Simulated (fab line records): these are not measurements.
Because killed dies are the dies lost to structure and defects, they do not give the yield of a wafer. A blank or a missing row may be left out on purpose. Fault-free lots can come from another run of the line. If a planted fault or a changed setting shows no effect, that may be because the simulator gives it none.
fab line records -- flow n5-finfet
[record] lots = 13, wafers = 31, last-day = 17
route steps=1938 shown BEOL_M13@1706 BEOL_M14@1728
lots with no fault: from the same line, run without faults
start-h: the number of hours between the record's first day and the start of the first shown wafer of the lot -- wait-h: time in hours since the lot's previous step -- " identical to the entry in the row above -- L1.1+2: several wafers, shown together as one row -- - either no value or no given start -- * or withheld: withheld -- < > ~ a bound
route shown NAME@n: NAME is a module with steps in the file, n the number in the route of the first one -- usual: mean/standard deviation of fault-free wafers -- same: alike in all rows -- chamber/n: place in a boat -- sites: each site's reading -- _std_site: standard deviation across them -- _edge_site: the outer-site mean with the inner-site mean subtracted -- radius-mm: how far each site lies from the wafer's centre -- mask NAME#n: copy n -- behind: the most recent tool/chamber to have shaped the wafer -- hold: what put the lot on hold/how long, in hours/how the hold closed -- device: names the non-switching transistor (n, p or np) -- end of line: tests of these same wafers at the route's end -- step lacking rows: just its recipe -- killed: dies that structure and defects cost at the first sort, which is not the same as the wafer's yield -- map: a wafer's dies, marking killed ones x, the rest . and places with no die _
set.NAME: setting as actually run; set.NAME@STEP: the setting as run at that earlier step -- model.NAME: the simulator's own value behind a step, which no gauge read
route steps across a sampled set of lots; one table per step, one row per wafer
services: the hour from which a tool's chamber was out of use, counted from the record's first day as start-h (under 0 if before that day), plus the number of hours and why
[[steps]]
[step N5_BEOL_M13_SPUTTER_44]
[recipe] material = Ta, target-thk-a = 100, temp-c = 50, bias-v = 80, power-w = 15000, chamber-pressure-pa = 0.07, time-s = 16.13
[usual] susceptor-temp-C = 50.01/0.1, throttle-valve-pct = 29.9/0.9
lot.wafer,tool,chamber,start-h,wait-h,susceptor-temp-C,throttle-valve-pct
L390.4,pvd-sputter-01,-,248.82,0.0,50.11,29.6
L390.5,pvd-sputter-01,-,248.82,0.0,49.85,29.7
L390.6,pvd-sputter-01,-,248.82,0.0,49.90,28.1
L389.2,pvd-sputter-02,-,252.39,0.0,50.01,29.4
L389.5,pvd-sputter-02,-,252.39,0.0,50.05,30.1
L392.2,pvd-sputter-02,-,256.77,0.0,50.17,30.2
L392.3,pvd-sputter-02,-,256.77,0.0,50.04,30.9
L392.6,pvd-sputter-02,-,256.77,0.0,50.02,29.4
L391.1,pvd-sputter-02,-,261.73,0.0,50.17,29.3
L391.2,pvd-sputter-02,-,261.73,0.0,50.12,30.2
L391.6,pvd-sputter-02,-,261.73,0.0,49.93,29.3
L396.1,pvd-sputter-01,-,286.93,0.0,50.03,28.3
L396.2,pvd-sputter-01,-,286.93,0.0,49.93,29.3
L397.3,pvd-sputter-03,-,299.89,0.0,49.97,30.1
L397.6,pvd-sputter-03,-,299.89,0.0,49.86,31.6
L399.2,pvd-sputter-02,-,316.24,0.0,50.04,29.5
L399.4,pvd-sputter-02,-,316.24,0.0,50.01,30.3
L400.3,pvd-sputter-02,-,317.64,0.0,50.25,31.0
L400.6,pvd-sputter-02,-,317.64,0.0,50.22,29.5
L406.3,pvd-sputter-02,-,345.67,0.0,49.91,29.2
L406.4,pvd-sputter-02,-,345.67,0.0,49.90,30.3
L407.2,pvd-sputter-01,-,348.55,0.0,50.09,28.3
L407.3,pvd-sputter-01,-,348.55,0.0,49.89,29.1
L407.5,pvd-sputter-01,-,348.55,0.0,50.13,28.3
L405.1,pvd-sputter-02,-,349.07,0.0,49.90,29.4
L405.4,pvd-sputter-02,-,349.07,0.0,49.93,29.4
L405.6,pvd-sputter-02,-,349.07,0.0,50.01,30.0
L408.5,pvd-sputter-03,-,369.92,0.0,49.90,29.3
L408.6,pvd-sputter-03,-,369.92,0.0,50.16,31.7
L410.2,pvd-sputter-03,-,385.19,0.0,49.96,30.2
L410.5,pvd-sputter-03,-,385.19,0.0,49.89,30.2
[step N5_BEOL_M14_INSPECT_12]
[recipe] mode = adi, inspect-instrument = macro
[usual] raw-defect-count = 2.0/1.5
lot.wafer,tool,chamber,start-h,wait-h,raw-defect-count
L390.4,defect-inspect-02,-,250.64,0.0,1
L390.5,defect-inspect-02,-,250.64,0.0,1
L390.6,defect-inspect-02,-,250.64,0.0,1
L389.2,defect-inspect-01,-,254.08,0.0,3
L389.5,defect-inspect-01,-,254.08,0.0,3
L392.2,defect-inspect-02,-,259.62,0.0,0
L392.3,defect-inspect-02,-,259.62,0.0,1
L392.6,defect-inspect-02,-,259.62,0.0,4
L391.1,defect-inspect-01,-,264.31,0.0,2
L391.2,defect-inspect-01,-,264.31,0.0,1
L391.6,defect-inspect-01,-,264.31,0.0,3
L396.1,defect-inspect-01,-,288.64,0.0,2
L396.2,defect-inspect-01,-,288.64,0.0,1
L397.3,defect-inspect-01,-,301.68,0.0,3
L397.6,defect-inspect-01,-,301.68,0.0,1
L399.2,defect-inspect-02,-,318.06,0.0,1
L399.4,defect-inspect-02,-,318.06,0.0,0
L400.3,defect-inspect-02,-,319.34,0.0,2
L400.6,defect-inspect-02,-,319.34,0.0,0
L406.3,defect-inspect-02,-,347.39,0.0,1
L406.4,defect-inspect-02,-,347.39,0.0,2
L407.2,defect-inspect-01,-,350.24,0.0,2
L407.3,defect-inspect-01,-,350.24,0.0,0
L407.5,defect-inspect-01,-,350.24,0.0,3
L405.1,defect-inspect-02,-,350.88,0.0,1
L405.4,defect-inspect-02,-,350.88,0.0,2
L405.6,defect-inspect-02,-,350.88,0.0,2
L408.5,defect-inspect-02,-,371.72,0.0,2
L408.6,defect-inspect-02,-,371.72,0.0,0
L410.2,defect-inspect-01,-,387.07,0.0,1
L410.5,defect-inspect-01,-,387.07,0.0,4
[step N5_BEOL_M14_DESCUM_15]
[recipe] chemistry = O2, time-s = 7.9, source-power-w = 50, bias-power-w = 20, pressure-mtorr = 20, rf-frequency-hz = 2.712e+07, temp-c = 40, o2-flow-sccm = 225
[usual] bias-power-w = 20.01/0.06, drypump-motor-current-A = 5.6/0.46, oes-product-au = 0.83/0.069, rf-vpp-V = 243.0/1, showerhead-plenum-p-Torr = 2.09/0.054, throttle-valve-pct = 20.54/0.21
lot.wafer,tool,chamber,start-h,wait-h,bias-power-w,drypump-motor-current-A,oes-product-au,rf-hours-counter-h,rf-vpp-V,showerhead-plenum-p-Torr,throttle-valve-pct
L390.4,rie-diel-05,2,250.67,0.0,20.07,5.3,0.73,139,245.2,2.14,20.76
L390.5,rie-diel-05,2,250.67,0.0,19.96,5.3,0.73,-,243.7,2.13,20.76
L390.6,rie-diel-05,1,250.67,0.0,19.90,5.3,0.88,-,243.1,2.14,20.69
L389.2,rie-diel-04,2,254.12,0.0,19.97,5.5,0.87,53,242.1,2.07,20.81
L389.5,rie-diel-04,0,254.12,0.0,19.99,4.8,0.81,-,242.0,2.13,20.54
L392.2,rie-diel-05,0,259.66,0.0,19.95,6.0,0.71,213,241.7,1.99,20.58
L392.3,rie-diel-05,2,259.66,0.0,19.96,5.3,0.72,142,243.6,2.13,20.74
L392.6,rie-diel-05,2,259.66,0.0,19.98,5.3,0.73,-,243.9,2.13,20.77
L391.1,rie-diel-04,2,264.36,0.0,20.00,5.5,0.87,57,242.0,2.07,20.84
L391.2,rie-diel-04,3,264.36,0.0,19.94,6.3,0.95,5,244.0,2.16,20.31
L391.6,rie-diel-04,1,264.36,0.0,20.01,5.3,0.81,-,242.4,2.00,20.44
L396.1,rie-diel-04,3,288.67,0.0,20.00,6.2,0.93,13,243.6,2.16,20.31
L396.2,rie-diel-04,0,288.67,0.0,20.04,4.8,0.79,114,243.4,2.13,20.55
L397.3,rie-diel-03,3,301.71,0.0,19.93,5.4,0.83,71,243.8,2.12,20.47
L397.6,rie-diel-03,1,301.71,0.0,19.99,6.3,0.78,-,243.0,2.12,20.68
L399.2,rie-diel-03,2,318.10,0.0,19.98,5.4,0.93,27,244.8,2.14,20.35
L399.4,rie-diel-03,0,318.10,0.0,20.01,5.8,0.87,44,243.2,2.04,20.26
L400.3,rie-diel-04,1,319.54,0.2,19.99,5.3,0.80,98,241.3,2.00,20.48
L400.6,rie-diel-04,0,319.54,0.2,19.99,4.8,0.79,-,243.4,2.12,20.58
L406.3,rie-diel-03,1,347.68,0.3,19.97,6.3,0.77,143,244.0,2.11,20.68
L406.4,rie-diel-03,0,347.68,0.3,20.04,5.8,0.86,-,242.2,2.04,20.29
L407.2,rie-diel-04,0,350.28,0.0,20.05,4.8,0.78,136,242.8,2.12,20.59
L407.3,rie-diel-04,2,350.28,0.0,19.93,5.5,0.81,87,242.4,2.05,20.87
L407.5,rie-diel-04,0,350.28,0.0,20.04,4.8,0.78,-,242.8,2.12,20.59
L405.1,rie-diel-03,2,350.94,0.1,20.08,5.3,0.90,40,243.2,2.13,20.36
L405.4,rie-diel-03,3,350.94,0.1,19.96,5.5,0.83,82,243.6,2.12,20.49
L405.6,rie-diel-03,0,350.94,0.1,19.99,5.8,0.86,-,242.7,2.04,20.29
L408.5,rie-diel-03,0,371.78,0.1,20.01,5.8,0.85,-,241.0,2.04,20.30
L408.6,rie-diel-03,1,371.78,0.1,20.11,6.3,0.76,-,241.8,2.11,20.71
L410.2,rie-diel-05,2,387.14,0.1,20.02,5.3,0.69,185,242.1,2.12,20.82
L410.5,rie-diel-05,1,387.14,0.1,19.99,5.3,0.81,-,243.7,2.12,20.78
[step N5_BEOL_M14_EXPOSE_25]
[recipe] mask-id = M14, na = 0.8, source-shape = annular, sigma-inner = 0.5, sigma-outer = 0.8, polarization = unpolarized, target-cd-nm = 280, dose-mj = 26.6
[usual] exposure-dose-mJ-cm2 = 26.57/0.033, stage-vel-mm-s = 500.00/0.28
[same] na = 0.8
lot.wafer,tool,chamber,start-h,wait-h,mask,exposure-dose-mJ-cm2,stage-vel-mm-s
L390.4,krf-scanner-01,0,251.40,-,M14#0,26.59,500.65
L390.5,krf-scanner-01,0,251.40,-,M14#0,26.59,500.45
L390.6,krf-scanner-01,0,251.40,-,M14#0,26.60,500.57
L389.2,krf-scanner-01,0,254.72,-,M14#0,26.57,500.12
L389.5,krf-scanner-01,0,254.72,-,M14#0,26.55,500.02
L392.2,krf-scanner-01,0,260.26,-,M14#0,26.58,500.56
L392.3,krf-scanner-01,0,260.26,-,M14#0,26.56,500.19
L392.6,krf-scanner-01,0,260.26,-,M14#0,26.55,500.78
L391.1,krf-scanner-02,0,265.08,-,M14#0,26.62,499.97
L391.2,krf-scanner-02,0,265.08,-,M14#0,26.59,500.30
L391.6,krf-scanner-02,0,265.08,-,M14#0,26.60,500.23
L396.1,krf-scanner-02,0,289.39,-,M14#0,26.61,500.35
L396.2,krf-scanner-02,0,289.39,-,M14#0,26.64,499.98
L397.3,krf-scanner-01,0,302.44,-,M14#0,26.58,500.12
L397.6,krf-scanner-01,0,302.44,-,M14#0,26.56,500.28
L399.2,krf-scanner-01,0,318.69,-,M14#0,26.58,499.64
L399.4,krf-scanner-01,0,318.69,-,M14#0,26.55,499.94
L400.3,krf-scanner-01,0,320.15,-,M14#0,26.52,500.33
L400.6,krf-scanner-01,0,320.15,-,M14#0,26.56,500.10
L406.3,krf-scanner-02,0,348.41,-,M14#0,26.64,499.63
L406.4,krf-scanner-02,0,348.41,-,M14#0,26.62,499.64
L407.2,krf-scanner-02,0,351.70,-,M14#0,27.63,499.72
L407.3,krf-scanner-02,0,351.70,-,M14#0,27.63,499.70
L407.5,krf-scanner-02,0,351.70,-,M14#0,27.64,500.32
L405.1,krf-scanner-02,0,351.73,-,M14#0,27.63,500.12
L405.4,krf-scanner-02,0,351.73,-,M14#0,27.64,499.82
L405.6,krf-scanner-02,0,351.73,-,M14#0,27.65,500.23
L408.5,krf-scanner-01,0,372.50,-,M14#0,26.59,499.83
L408.6,krf-scanner-01,0,372.50,-,M14#0,26.59,499.77
L410.2,krf-scanner-01,0,387.86,-,M14#0,26.53,499.63
L410.5,krf-scanner-01,0,387.86,-,M14#0,26.51,500.12
[step N5_BEOL_M14_CD_MEAS_28]
[recipe] target-cd-nm = 284.4, landing-energy-ev = 500, detector = se-inlens
[usual] cd-nm = 284.5/2.3
lot.wafer,tool,chamber,start-h,wait-h,cd-nm
L390.4,cd-sem-03,0,251.56,-,286.0
L390.5,cd-sem-03,0,251.56,-,287.1
L390.6,cd-sem-03,0,251.56,-,284.8
L389.2,cd-sem-03,0,254.88,-,284.7
L389.5,cd-sem-03,0,254.88,-,284.6
L392.2,cd-sem-01,0,260.42,-,286.2
L392.3,cd-sem-01,0,260.42,-,288.0
L392.6,cd-sem-01,0,260.42,-,282.1
L391.1,cd-sem-01,0,265.25,-,283.7
L391.2,cd-sem-01,0,265.25,-,284.2
L391.6,cd-sem-01,0,265.25,-,284.6
L396.1,cd-sem-02,0,289.57,-,285.7
L396.2,cd-sem-02,0,289.57,-,283.2
L397.3,cd-sem-03,0,302.60,-,285.2
L397.6,cd-sem-03,0,302.60,-,285.8
L399.2,cd-sem-03,0,318.86,-,285.7
L399.4,cd-sem-03,0,318.86,-,281.9
L400.3,cd-sem-02,0,320.31,-,283.3
L400.6,cd-sem-02,0,320.31,-,280.3
L406.3,cd-sem-03,0,348.57,-,283.4
L406.4,cd-sem-03,0,348.57,-,281.8
L407.2,cd-sem-01,0,351.87,-,289.4
L407.3,cd-sem-01,0,351.87,-,291.0
L407.5,cd-sem-01,0,351.87,-,288.1
L405.1,cd-sem-02,0,351.90,-,294.7
L405.4,cd-sem-02,0,351.90,-,289.2
L405.6,cd-sem-02,0,351.90,-,291.7
L408.5,cd-sem-01,0,372.65,-,289.4
L408.6,cd-sem-01,0,372.65,-,287.2
L410.2,cd-sem-03,0,388.03,-,285.4
L410.5,cd-sem-03,0,388.03,-,287.6
[[services]]
tool,chamber,start-h,hours,kind
krf-scanner-02,-,225.00,1.3,pm
rie-diel-04,3,229.79,-,clean
krf-scanner-01,-,235.64,1.3,pm
rie-diel-05,3,257.16,2.8,repair
krf-scanner-01,-,258.14,1.0,pm
krf-scanner-01,-,263.50,0.8,pm
krf-scanner-01,0,274.43,-,calibration
rie-diel-04,2,277.62,3.7,repair
pvd-sputter-01,-,301.73,2.1,repair
krf-scanner-01,-,308.14,6.0,repair
pvd-sputter-01,-,310.66,1.0,repair
rie-diel-05,-,312.87,0.5,repair
rie-diel-05,-,314.04,0.3,repair
krf-scanner-02,-,314.16,1.0,pm
pvd-sputter-01,-,328.15,1.8,repair
rie-diel-03,3,328.53,19.9,repair
rie-diel-05,1,338.88,7.3,repair
rie-diel-05,2,346.91,6.7,repair
krf-scanner-01,-,350.96,0.7,repair
krf-scanner-02,-,355.09,0.8,pm
krf-scanner-02,0,367.55,-,calibration
krf-scanner-01,-,375.53,4.0,pm
rie-diel-04,3,384.80,2.1,repair
rie-diel-03,0,384.97,14.7,repair
[[key]]
[first-sign] step = N5_BEOL_M14_EXPOSE_25, reading = exposure-dose-mJ-cm2, direction = up, sigmas = 32, usual = 26.57, struck = 27.64
[effect] step = N5_BEOL_M14_CD_MEAS_28, reading = cd-nm, direction = up, sigmas = 2.7, usual = 284.5, struck = 290.7
met-at N5_BEOL_M14_EXPOSE_25
struck-lots L405,L407
not-acting-at N5_BEOL_M13_SPUTTER_44,N5_BEOL_M14_INSPECT_12,N5_BEOL_M14_DESCUM_15
onset-between 348.41 351.70
[fault] kind = process-parameter-drift, tool = krf-scanner-02, chamber = -, onset-h = 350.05, steps = N5_BEOL_M14_EXPOSE_25, channel = dose-mj, offset = 1.0083, shape = step, acts-in = these-recipes-only, stated = 26.6
